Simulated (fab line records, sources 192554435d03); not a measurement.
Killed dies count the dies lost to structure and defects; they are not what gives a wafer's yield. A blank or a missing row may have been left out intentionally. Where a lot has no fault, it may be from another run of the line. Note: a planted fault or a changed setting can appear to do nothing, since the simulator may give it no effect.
Problem report in the 8D (eight disciplines) form, filled by code ; flow n5 finfet ; the parts of the form that need people (team, actions taken, sign-off) are left out

1. THE PROBLEM
VT_N_LONG at N5_BEOL_M4_RC_MEAS_101 reads a mean of 295.8 mV on 3 wafers of 2 lots; wafers without a fault read 275.3 mV with a standard deviation of 2.4. That puts it +8.5 standard deviations away from the usual mean.
Earliest sighting: wafer L218.4 on prober-02 at day 10 11:20. Wafers with a number at this step in the record: 27, from 9 lots. The rule behind "out" and "out of limits": a value lying over 4 standard deviations away from the usual mean. The rest of the wafers with a number are treated as sound.

2. WHAT IT IS, WHAT IT ISN'T
question;is;is not
which readings at this step;VT_N_LONG, IOFF_N_LONG, VT_N, VT_N_LVT;DIBL_N, DIBL_P, SS_P
which lots;L218, L219;L208, L209, L211, L222, L225, L230, L231
which wafers of those lots;L218.4, L218.5, L219.5;L218.2, L219.1, L219.3
read on which gauges;prober-02;prober-01
when;from day 10 11:20;"up to then (10 sound wafers); but 14 sound wafers of L219, L222, L225, L230, L231 came after"

3. WHAT RULES OUT EACH SUSPECT
Counting: a tool at a process step up to the reading stays a suspect if it ran every lot that is out. Sound lots after the first of them don't rule it out here, since some wafers of a struck lot are sound.
- the gauge at N5_BEOL_M4_RC_MEAS_101: kept. All the wafers that are out were read on prober-02, and no step on other tools shows them out.
- ald metal-02 at N5_HKMG_FIN_NWFM_ALD_20 (deposits TiAlC, target thk 2 nm, pulse time 3 s, purge time 2 s): kept. It processed each lot that is out (first: L218, day 6 21:41); up to then, its last sound lot is L211 (day 4 23:39).
- cvd w-02 at N5_HKMG_FIN_W_FILL_22 (material W, target thk 60 nm, time 18.2 s): kept. It ran every lot that is out, first L218 (day 6 23:17).
The count leaves ald metal-02 at N5_HKMG_FIN_NWFM_ALD_20, cvd w-02 at N5_HKMG_FIN_W_FILL_22, and prober-02 at N5_BEOL_M4_RC_MEAS_101.

4. THE CAUSE (what the simulator had put in)
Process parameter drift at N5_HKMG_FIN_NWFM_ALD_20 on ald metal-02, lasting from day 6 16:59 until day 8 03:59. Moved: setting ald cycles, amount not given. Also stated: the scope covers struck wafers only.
Counting leaves 3 suspects; this tool is one of them.

5. THE EFFECT CHAIN, in route order
One row per reading whose mean, taken over the struck wafers that have a number, lies over 3 standard deviations from the usual. Scope: only readings with a usual standard deviation given in the record; hours: median across lots of the time from each lot's start at the first step in this table that gives one to its start at this step; sigmas: change in usual standard deviations.
hours;step;reading;usual;on struck wafers;change;sigmas
0;N5_BEOL_M4_RC_MEAS_101;IOFF_N;0.152 nA/um;0.069;-0.083;-3.1
0;N5_BEOL_M4_RC_MEAS_101;IOFF_N_85C;3.0 nA/um;1.5;-1.5;-3.3
0;N5_BEOL_M4_RC_MEAS_101;IOFF_N_LIN;0.071 nA/um;0.032;-0.039;-3.9
0;N5_BEOL_M4_RC_MEAS_101;IOFF_N_LONG;5.5e-05 nA/um;3.7e-05;-1.8e-05;-5.1
0;N5_BEOL_M4_RC_MEAS_101;IOFF_P_LONG;0.000104 nA/um;0.000142;+0.000038;+3.8
0;N5_BEOL_M4_RC_MEAS_101;ION_N;672 uA/um;625;-47;-4.8
0;N5_BEOL_M4_RC_MEAS_101;VT_N;251 mV;270;+19;+5.9
0;N5_BEOL_M4_RC_MEAS_101;VT_N_LONG;275.3 mV;295.8;+20.5;+8.5
0;N5_BEOL_M4_RC_MEAS_101;VT_N_LVT;100 mV;120;+20;+6.2
104;N5_PASSIVATION_PROBE_49;sort_bin_8_speed;0.00 %;44.49;+44.49;+99 or more
104;N5_PASSIVATION_PROBE_49;sort n pass;1079;565;-514;-32
104;N5_PASSIVATION_PROBE_49;sort yield pct;91.5 %;47.9;-43.6;-34
Here are the process steps it includes:
- N5_PASSIVATION_PROBE_49

6. HOW IT WOULD HAVE BEEN CAUGHT EARLIER
The first out-of-limits reading at a measuring or inspecting step in this record came at day 10 11:20, 90 hours after the fault's start at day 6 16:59.
An alarm limit of 4 standard deviations would not have fired on the tool readings at N5_HKMG_FIN_NWFM_ALD_20 for which the record gives a usual standard deviation, since none of them was out on any struck wafer.
The start of N5_HKMG_FIN_NWFM_ALD_20 on ald metal-02 came by day 10 11:20 for every one of the lots that are out (2). Tool hold at that time: it would have spared none of them.
